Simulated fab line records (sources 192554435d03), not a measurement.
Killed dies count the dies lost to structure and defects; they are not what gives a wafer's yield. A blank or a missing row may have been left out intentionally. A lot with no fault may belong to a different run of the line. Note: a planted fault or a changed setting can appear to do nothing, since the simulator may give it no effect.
Split-lot study | flow n5_finfet | 7 lots, 21 wafers read, on a route of 1938 steps

== ON THE SPLIT ==
At N5_BEOL_M9_ETCH_66 (etches SOC in N2/H2, target depth 80 nm, overetch 16 nm, time 120 s), the setting bias_w was moved away from the recipe's 150 W on 7 of the 21 wafers read, by -9.3% to +17.9%. All remaining wafers had this setting at the recipe value.

The reading is taken at the split's own step.

== THE READING ==
rf_vpp_V, in V, at N5_BEOL_M9_ETCH_66 (etches SOC in N2/H2, target depth 80 nm, overetch 16 nm, time 120 s). Fault-free wafers of this fab line usually give 524.4 V, standard deviation 2.5 V.

wafer  | tool, chamber at the split | bias_w as run, W | against the recipe | rf_vpp_V, V | against lot-mates on the recipe
L074.2 | rie_diel-05, 0             | 136              | -9.3%              | 495.1       | -26.3
L074.3 | rie_diel-05, 3             | 150              | recipe             | 521.4       | -
L074.6 | rie_diel-05, 2             | 136              | -9.3%              | 491.0       | -30.4
L075.1 | rie_diel-02, 3             | 150              | recipe             | 524.9       | -
L075.4 | rie_diel-02, 0             | 150              | recipe             | 528.7       | -
L075.6 | rie_diel-02, 3             | 150              | recipe             | 524.2       | -
L086.3 | rie_diel-05, 2             | 150              | recipe             | 521.6       | -
L086.5 | rie_diel-05, 1             | 150              | recipe             | 522.3       | -
L086.6 | rie_diel-05, 2             | 150              | recipe             | 522.2       | -
L088.2 | rie_diel-02, 2             | 150              | recipe             | 523.4       | -
L088.3 | rie_diel-02, 3             | 141.6            | -5.6%              | 504.3       | -19.1
L088.6 | rie_diel-02, 2             | 141.6            | -5.6%              | 505.8       | -17.6
L089.1 | rie_diel-02, 3             | 150              | recipe             | 524.7       | -
L089.4 | rie_diel-02, 2             | 150              | recipe             | 523.5       | -
L089.6 | rie_diel-02, 1             | 150              | recipe             | 521.4       | -
L096.1 | rie_diel-05, 3             | 150              | recipe             | 521.4       | -
L096.2 | rie_diel-05, 1             | 150              | recipe             | 520.8       | -
L096.6 | rie_diel-05, 2             | 176.8            | +17.9%             | 579.0       | +57.9
L095.1 | rie_diel-02, 3             | 176.4            | +17.6%             | 578.8       | +56.7
L095.3 | rie_diel-02, 0             | 176.4            | +17.6%             | 584.0       | +61.9
L095.4 | rie_diel-02, 1             | 150              | recipe             | 522.1       | -

FIT RESULTS
A straight line over all 21 wafers: rf_vpp_V changes by +3.24 V for each +1% of bias_w; r = +1.00; the points scatter about the line by 2.1 V.
The same after taking each lot's own level away (the mean of its wafers on the recipe; 21 wafers): +3.27 V for each +1%; r = +1.00; scatter 1.7 V.
On that fit, the largest move of bias_w shifts the reading by 58 V.
Measured against the standard deviation above, the lots' own levels, which go from 521.10 to 525.93 V, span 1.9 times it.
So the lot-to-lot level changes the slope little: the two slopes agree.
Check: with one of the wafers moved furthest among these (+17.9%) left out of the fit, the line predicts +59.2 V for it against its lot-mates. It came out at +57.9 V against them.
Tool readings at the split's step, against how far the setting was moved: rf_vpp_V r = +1.00.

== OTHER SPLITS APPLIED TO THESE WAFERS ==
Before the reading, these wafers also passed through other splits. Each is held against what the fit with the lots' levels taken away leaves over:
other split on the same wafers   | wafers away from the commonest value | r with rf_vpp_V (lot level and that fit taken away)
N5_BEOL_M8_ETCH_72 h2_flow_sccm  | 11                                   | -0.08
N5_BEOL_M8_TRENCH_ETCH_37 time_s | 9                                    | +0.01

== THE WHOLE CHAIN: every reading that the file lists as answering this split, in the file's order ==
step               | what it does                                                        | reading                                                                          | change (the file's fit)                | r (the file's)
N5_BEOL_M9_ETCH_66 | etches SOC in N2/H2, target depth 80 nm, overetch 16 nm, time 120 s | rf_vpp_V                                                                         | +3.27 V for each +1% of the setting    | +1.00
N5_BEOL_M9_ETCH_66 | etches SOC in N2/H2, target depth 80 nm, overetch 16 nm, time 120 s | SiARC_of_BEOL_M9_COAT_64.thk_nm (the simulator's own value, which no gauge read) | -0.0715 nm for each +1% of the setting | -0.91

== FILE'S OWN FIT ==
rf_vpp_V changes by +3.27 V for each +1% of bias_w, r = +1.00.
